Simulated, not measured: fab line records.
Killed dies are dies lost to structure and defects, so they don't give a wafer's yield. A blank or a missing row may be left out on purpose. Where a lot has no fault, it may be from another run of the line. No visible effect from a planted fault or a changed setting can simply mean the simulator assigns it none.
Chamber matching | flow n5 finfet | N5_MOL_CONTACT_COAG_ETCH_65 on rie diel-04: 4 sister chambers
The step etches underlayer in N2/H2, target depth 13 nm, time 10.4 s. 8 wafers are shown with their chamber, then 10 later ones without.

## EACH WAFER AND ITS CHAMBER
wafer  | chamber | showerhead plenum p Torr (Torr) | drypump motor current A (A)
L086.1 | 3       | 2.53                            | 6.2
L086.2 | 0       | 2.62                            | 6.3
L086.6 | 1       | 2.61                            | 6.5
L088.1 | 2       | 2.55                            | 6.1
L088.4 | 1       | 2.61                            | 6.5
L088.5 | 3       | 2.53                            | 6.2
L089.1 | 0       | 2.62                            | 6.3
L089.3 | 2       | 2.54                            | 6.0

## WAFERS WITHOUT THEIR CHAMBER
wafer  | showerhead plenum p Torr (Torr) | drypump motor current A (A)
L089.6 | 2.53                            | 6.2
L095.1 | 2.54                            | 6.1
L095.4 | 2.61                            | 6.5
L095.5 | 2.61                            | 6.4
L097.2 | 2.61                            | 6.3
L097.3 | 2.54                            | 6.1
L097.6 | 2.61                            | 6.3
L096.3 | 2.60                            | 6.4
L096.4 | 2.54                            | 6.1
L096.6 | 2.61                            | 6.3

## CHAMBER TAKEN BY EACH
wafer  | from the rows above     | in truth
L089.6 | 3                       | 3
L095.1 | 2                       | 2
L095.4 | 1                       | 1
L095.5 | can't be placed: 1 or 0 | 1
L097.2 | 0                       | 0
L097.3 | 2                       | 2
L097.6 | 0                       | 0
L096.3 | 1                       | 1
L096.4 | 2                       | 2
L096.6 | 0                       | 0
Correct placement for 9 of the 10. Cannot be placed on the basis of these rows: 1; the candidates contain the true chamber in 1. Placed wrongly: 0.
How it was worked out, from the rows above alone: a wafer's distance from a chamber is the root of the sum, over the readings, of the square of ((its reading less the chamber's mean) divided by the reading's scatter). If the next closest chamber is less than 2 further off than the closest, the wafer can't be placed; otherwise it belongs to the closest. For every chamber, the mean is computed from those of its wafers that are shown. The scatter: the root of (the sum of the squares of (reading less its chamber's mean) over the shown wafers, divided by (wafers less chambers)).
